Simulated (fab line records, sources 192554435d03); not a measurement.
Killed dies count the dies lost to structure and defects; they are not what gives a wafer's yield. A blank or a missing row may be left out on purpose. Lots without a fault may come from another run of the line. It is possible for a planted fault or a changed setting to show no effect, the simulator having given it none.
Chamber matching / flow n5 finfet / rie diel-05 running N5_MOL_CONTACT_COAG_ETCH_105: 4 sister chambers
The step etches SiARC in CF4, target depth 15.6 nm, time 26 s. 14 wafers are shown with their chamber, then 7 later ones without.

WAFERS PAIRED WITH THEIR CHAMBERS
wafer=L076.3; chamber=0; drypump motor current A (A)=5.4; showerhead plenum p Torr (Torr)=2.10; throttle valve pct (%)=15.55
wafer=L076.4; chamber=2; drypump motor current A (A)=5.2; showerhead plenum p Torr (Torr)=2.19; throttle valve pct (%)=15.59
wafer=L076.5; chamber=0; drypump motor current A (A)=5.4; showerhead plenum p Torr (Torr)=2.10; throttle valve pct (%)=15.56
wafer=L077.4; chamber=2; drypump motor current A (A)=5.1; showerhead plenum p Torr (Torr)=2.19; throttle valve pct (%)=15.59
wafer=L077.5; chamber=0; drypump motor current A (A)=5.4; showerhead plenum p Torr (Torr)=2.10; throttle valve pct (%)=15.56
wafer=L077.6; chamber=1; drypump motor current A (A)=5.6; showerhead plenum p Torr (Torr)=2.24; throttle valve pct (%)=15.18
wafer=L083.1; chamber=3; drypump motor current A (A)=5.1; showerhead plenum p Torr (Torr)=2.17; throttle valve pct (%)=15.62
wafer=L083.3; chamber=0; drypump motor current A (A)=5.4; showerhead plenum p Torr (Torr)=2.09; throttle valve pct (%)=15.58
wafer=L083.4; chamber=2; drypump motor current A (A)=5.2; showerhead plenum p Torr (Torr)=2.19; throttle valve pct (%)=15.60
wafer=L086.3; chamber=3; drypump motor current A (A)=5.1; showerhead plenum p Torr (Torr)=2.17; throttle valve pct (%)=15.66
wafer=L086.4; chamber=3; drypump motor current A (A)=5.1; showerhead plenum p Torr (Torr)=2.17; throttle valve pct (%)=15.63
wafer=L086.6; chamber=1; drypump motor current A (A)=5.6; showerhead plenum p Torr (Torr)=2.23; throttle valve pct (%)=15.22
wafer=L090.1; chamber=3; drypump motor current A (A)=5.1; showerhead plenum p Torr (Torr)=2.16; throttle valve pct (%)=15.68
wafer=L090.2; chamber=0; drypump motor current A (A)=5.4; showerhead plenum p Torr (Torr)=2.09; throttle valve pct (%)=15.62

SIGNATURES, as means of the wafers listed above
reading=drypump motor current A; chamber 0=5.400; chamber 1=5.600; chamber 2=5.167; chamber 3=5.100; scatter within a chamber=0.0258
reading=showerhead plenum p Torr; chamber 0=2.0960; chamber 1=2.2350; chamber 2=2.1900; chamber 3=2.1675; scatter within a chamber=0.00495
reading=throttle valve pct; chamber 0=15.5740; chamber 1=15.2000; chamber 2=15.5933; chamber 3=15.6475; scatter within a chamber=0.025
Rule: for each reading, subtract the chamber's mean from the wafer's reading, divide by that reading's scatter and square the result; add these up over the readings and take the root, which gives the wafer's distance from the chamber. The wafer belongs to the nearest chamber; if the next one is less than 2 further off, it can't be placed. How the scatter is found: for the shown wafers, subtract from each reading the mean of its chamber, square and add these, divide the total by (wafers less chambers), then take the root.

WAFERS WITHOUT THEIR CHAMBER
wafer=L090.3; drypump motor current A (A)=5.6; showerhead plenum p Torr (Torr)=2.23; throttle valve pct (%)=15.23
wafer=L092.1; drypump motor current A (A)=5.1; showerhead plenum p Torr (Torr)=2.16; throttle valve pct (%)=15.68
wafer=L092.3; drypump motor current A (A)=5.4; showerhead plenum p Torr (Torr)=2.09; throttle valve pct (%)=15.63
wafer=L092.4; drypump motor current A (A)=5.6; showerhead plenum p Torr (Torr)=2.22; throttle valve pct (%)=15.22
wafer=L094.2; drypump motor current A (A)=5.4; showerhead plenum p Torr (Torr)=2.09; throttle valve pct (%)=15.64
wafer=L094.3; drypump motor current A (A)=5.1; showerhead plenum p Torr (Torr)=2.16; throttle valve pct (%)=15.69
wafer=L094.5; drypump motor current A (A)=5.1; showerhead plenum p Torr (Torr)=2.16; throttle valve pct (%)=15.69

WHICH CHAMBER EACH ONE RAN IN
wafer=L090.3; from the rows above=1; in truth=1
wafer=L092.1; from the rows above=3; in truth=3
wafer=L092.3; from the rows above=0; in truth=0
wafer=L092.4; from the rows above=1; in truth=1
wafer=L094.2; from the rows above=0; in truth=0
wafer=L094.3; from the rows above=3; in truth=3
wafer=L094.5; from the rows above=3; in truth=3
Placed correctly: 7 of 7. Number that these rows cannot place: 0. Number placed wrongly: 0.
